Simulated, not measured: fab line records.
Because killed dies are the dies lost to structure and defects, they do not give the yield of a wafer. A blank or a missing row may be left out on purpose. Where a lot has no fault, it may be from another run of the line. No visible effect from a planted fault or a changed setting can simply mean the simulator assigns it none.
Problem report, 8D (eight disciplines) form, completed by code    flow n5_finfet    the parts of the form that need people (team, actions taken, sign-off) are left out

1. THE ISSUE
At N5_STI_FIN_REVEAL_FIN_H_MEAS_10, trench_depth_nm averages 67.6 nm over 3 wafers from 3 lots, while fault-free wafers read 52.0 nm, standard deviation 0.7. That is +22 standard deviations from the usual mean.
First observed at day 7 07:37: wafer L381.5, on ocd-02. At this step, 28 wafers from 10 lots have a number in the record. The rule behind "out" and "out of limits": a value lying over 4 standard deviations away from the usual mean. All remaining wafers that have a number are taken as sound.

2. WHAT IT IS; WHAT IT IS NOT
question                     is                      is not
which readings at this step  trench_depth_nm         -
which lots                   L381, L384, L385        L362, L364, L367, L369, L370, L373, L383
which wafers of those lots   L381.5, L384.5, L385.5  L381.2, L384.1, L384.2, L385.2
read on which gauges         ocd-02                  ocd-01
when                         from day 7 07:37        up to then (19 sound wafers); but 6 sound wafers of L383, L384, L385 came after

3. SUSPECTS, AND WHAT RULES EACH OUT
Counting: a tool at a process step up to the reading stays a suspect if it ran every lot that is out. Sound lots after the first of them don't rule it out here, since some wafers of a struck lot are sound.
- the gauge at N5_STI_FIN_REVEAL_FIN_H_MEAS_10: kept. All the wafers that are out were read on ocd-02, and no step on other tools shows them out.
- vapor_etch-02 at N5_STI_FIN_REVEAL_RECESS_09 (chemistry HF/NH3, target SiO2, afs cycles 11, target depth 42.5 nm, sublimation time 60 s): kept. Ran every lot that is out, first one L381 (day 7 04:55); last sound lot up to then L373 (day 5 05:04).
The count leaves ocd-02 at N5_STI_FIN_REVEAL_FIN_H_MEAS_10 and vapor_etch-02 at N5_STI_FIN_REVEAL_RECESS_09.

4. THE CAUSE (what the simulator had put in)
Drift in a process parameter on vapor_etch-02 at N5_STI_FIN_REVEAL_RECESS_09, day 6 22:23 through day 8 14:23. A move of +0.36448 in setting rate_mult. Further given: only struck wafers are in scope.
After counting, 2 suspects remain, this tool included.

5. THE CHAIN OF EFFECTS, in route order
Each row: a reading whose mean over the struck wafers that have a number lies more than 3 standard deviations from the usual. Readings are gone through only where the record gives a usual standard deviation; hours: the median, over the lots, of the time from a lot's start at the first step in this table giving one to that lot's start at this step; sigmas: the change measured in usual standard deviations.
hours  step                             reading          usual    on struck wafers  change  sigmas
0      N5_STI_FIN_REVEAL_FIN_H_MEAS_10  trench_depth_nm  52.0 nm  67.6              +15.6   +22
Later measuring or inspecting steps at which every struck wafer that the step has a row for has a number for every such reading, and none has moved that far: N5_BEOL_M4_RC_MEAS_101.

6. HOW IT WOULD HAVE BEEN CAUGHT EARLIER
9 hours passed between the start of the fault at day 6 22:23 and the first reading out of limits at a measuring or inspecting step in this record, taken at day 7 07:37.
Tool readings at N5_STI_FIN_REVEAL_RECESS_09 with a usual standard deviation given in the record: none out on any struck wafer, hence no alarm at a limit of 4 standard deviations on them.
Of the lots that are out (3), L384, L385 began N5_STI_FIN_REVEAL_RECESS_09 on vapor_etch-02 after day 7 07:37. A hold on the tool at that time would have spared those 2.
